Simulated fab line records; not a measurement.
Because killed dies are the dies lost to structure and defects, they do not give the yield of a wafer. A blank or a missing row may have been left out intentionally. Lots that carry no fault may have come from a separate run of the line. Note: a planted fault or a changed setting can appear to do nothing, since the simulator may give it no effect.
Which tool was responsible?	flow nand-harc	Sampling: 13 lots, 38 wafers, 4 of 1302 route steps

== WHAT EACH GAUGE READ, for each wafer ==
NHARC_THIN_TSV_CD_MEAS_37. Usual: cd-nm at 4999.8 nm, with a standard deviation of 2.2.
lot	measured	on	cd-nm (nm)	flag
L950	day 25 08:55	cd-sem-02	5001.7 4999.0 5001.4	
L951	day 25 07:41	cd-sem-03	5002.0 4999.3 4998.9	
L953	day 30 15:22	cd-sem-01	4998.8 5000.0 5000.4	
L954	day 30 14:21	cd-sem-03	5001.1 5001.1 5000.8	
L955	day 30 16:41	cd-sem-02	5001.4 5000.0 5003.0	
L956	day 30 18:58	cd-sem-01	5002.7 5001.9 5003.7	
L957	day 30 17:54	cd-sem-01	5001.0 5001.0 5000.9	
L958	day 30 21:36	cd-sem-01	5002.2 5000.3 5000.1	
L961	day 31 02:23	cd-sem-02	4997.4 4995.3 4995.4	
L962	day 31 03:24	cd-sem-01	4998.0 5001.2 5001.5	
L963	day 30 23:46	cd-sem-01	5001.3 5000.8 5001.0	
L964	day 31 01:11	cd-sem-03	4998.4 4999.0 4997.9	
L969	day 33 09:45	cd-sem-01	4995.6 4998.1	

NHARC_END_SORT_01. Usual: killed-at-array 63, standard deviation 18; killed-at-other 1.1, standard deviation 1.3; killed-at-periphery 4.3, standard deviation 2.8; killed-dies 68, standard deviation 18; killed-open 3.3, standard deviation 2; killed-short 2.4, standard deviation 1.6.
lot	measured	on	killed-at-array	killed-at-other	killed-at-periphery	killed-dies	killed-open	killed-short	flag
L969	day 34 01:06	prober-02	82 82	1 0	90 4	173 86	2 6	5 1	OFF

== EACH LOT AND THE TOOL THAT RAN IT (in order: tool; ch and the chambers of the sampled wafers; start) ==
lot	NHARC_P_STI_ETCH_42	NHARC_THIN_TSV_STRIP_62
L950	rie-diel-09 ch 0,1,2, day 4 05:25	plasma-asher-02 ch 0,1, day 25 04:09
L951	rie-diel-05 ch 1,2, day 4 12:45	plasma-asher-02 ch 0,1, day 25 03:08
L953	rie-diel-05 ch 2,3, day 5 10:11	plasma-asher-01 ch 1, day 30 10:39
L954	rie-diel-09 ch 0,2,3, day 5 16:17	plasma-asher-01 ch 0,1, day 30 09:35
L955	rie-diel-09 ch 0,2,3, day 6 04:29	plasma-asher-01 ch 1, day 30 11:55
L956	rie-diel-05 ch 0,1,2, day 6 15:35	plasma-asher-02 ch 0,1, day 30 14:13
L957	rie-diel-05 ch 0,1,2, day 7 01:20	plasma-asher-02 ch 0,1, day 30 13:03
L958	rie-diel-05 ch 0,1,2, day 7 10:14	plasma-asher-01 ch 0,1, day 30 16:45
L961	rie-diel-05 ch 1,2,3, day 8 15:30	plasma-asher-01 ch 0,1, day 30 21:32
L962	rie-diel-05 ch 2,3, day 9 00:53	plasma-asher-02 ch 0,1, day 30 22:41
L963	rie-diel-05 ch 1,2,3, day 9 11:56	plasma-asher-01 ch 0,1, day 30 19:01
L964	rie-diel-05 ch 0,2,3, day 9 20:50	plasma-asher-01 ch 0,1, day 30 20:24
L969	rie-diel-05 ch 0,3, day 11 23:26	plasma-asher-01 ch 0,1, day 33 05:13
- NHARC_P_STI_ETCH_42: etches the open film in N2/H2, target depth 80 nm, overetch 24 nm, time 61 s.
- NHARC_THIN_TSV_STRIP_62: strips in N2/H2, time 20 s.

== AS READ BY THE TOOLS THEMSELVES (means over the sampled wafers that have a number; for cases with no such wafer, the mark the record gives instead) ==
NHARC_P_STI_ETCH_42. Usual: drypump-motor-current-A 5.44 A, standard deviation 0.28; oes-product-au 0.997 a.u., standard deviation 0.0075; rf-vpp-V 429.5 V, standard deviation 2.7; showerhead-plenum-p-Torr 2.00 Torr, standard deviation 0.094; throttle-valve-pct 14.171 %, standard deviation 0.0091.
lot	tool	drypump-motor-current-A (A)	oes-product-au (a.u.)	rf-vpp-V (V)	showerhead-plenum-p-Torr (Torr)	throttle-valve-pct (%)	flag
L950	rie-diel-09	5.56	0.994	428.0	1.96	14.167	
L951	rie-diel-05	5.30	0.988	428.1	1.96	14.175	
L953	rie-diel-05	5.44	0.993	429.4	2.03	14.166	
L954	rie-diel-09	5.72	0.998	428.2	1.95	14.167	
L955	rie-diel-09	5.70	1.004	428.5	1.95	14.175	
L956	rie-diel-05	5.24	0.996	430.1	2.06	14.180	
L957	rie-diel-05	5.24	0.994	431.5	2.06	14.173	
L958	rie-diel-05	5.24	0.995	431.5	2.06	14.172	
L961	rie-diel-05	5.37	0.996	429.5	1.99	14.167	
L962	rie-diel-05	5.42	1.004	430.2	2.02	14.161	
L963	rie-diel-05	5.37	0.997	428.8	1.99	14.173	
L964	rie-diel-05	5.29	0.995	431.3	2.09	14.171	
L969	rie-diel-05	5.16	0.998	433.0	2.09	14.187	

NHARC_THIN_TSV_STRIP_62. Usual: drypump-motor-current-A 5.6 A, standard deviation 0.6; heater-power-w 324 W, standard deviation 29.
lot	tool	drypump-motor-current-A (A)	heater-power-w (W)	flag
L950	plasma-asher-02	5.8	295	
L951	plasma-asher-02	5.3	307	
L953	plasma-asher-01	6.2	353	
L954	plasma-asher-01	5.5	343	
L955	plasma-asher-01	6.2	354	
L956	plasma-asher-02	5.3	309	
L957	plasma-asher-02	5.3	303	
L958	plasma-asher-01	5.5	344	
L961	plasma-asher-01	5.9	342	
L962	plasma-asher-02	5.7	289	
L963	plasma-asher-01	5.9	349	
L964	plasma-asher-01	5.8	349	
L969	plasma-asher-01	5.7	339	

== THE ANSWER, worked out from the rows above alone ==
Rule: take the mean of a lot's wafers that have a number; if it is more than 3 standard deviations from the usual mean, the lot is off. A lot without any number at a reading at which 4 lots or more have one is off too. Where the step has rows for the other lots, those lots are counted as sound. After the gauges, taken in route order, come the tools' own readings; for these a lot's mean is taken, as printed above. At the first step where some lot is off, the reading lying furthest off is the one used; lots without a number count as furthest.
Off, at NHARC_END_SORT_01 on killed-at-periphery: L969. Neither off nor sound, because the step has no rows for them: L950, L951, L953, L954, L955, L956, L957, L958, L961, L962, L963, L964.
If a tool, at a process step before that reading, ran all the lots that are off and no sound lot after the first of them, it fits. Those tools and the gauges at NHARC_END_SORT_01 are tried in the same way. Can't be told from this: 3 tools fit, rie-diel-05 at NHARC_P_STI_ETCH_42, plasma-asher-01 at NHARC_THIN_TSV_STRIP_62, prober-02 at NHARC_END_SORT_01.

== WHAT WAS PUT IN BY THE SIMULATOR ==
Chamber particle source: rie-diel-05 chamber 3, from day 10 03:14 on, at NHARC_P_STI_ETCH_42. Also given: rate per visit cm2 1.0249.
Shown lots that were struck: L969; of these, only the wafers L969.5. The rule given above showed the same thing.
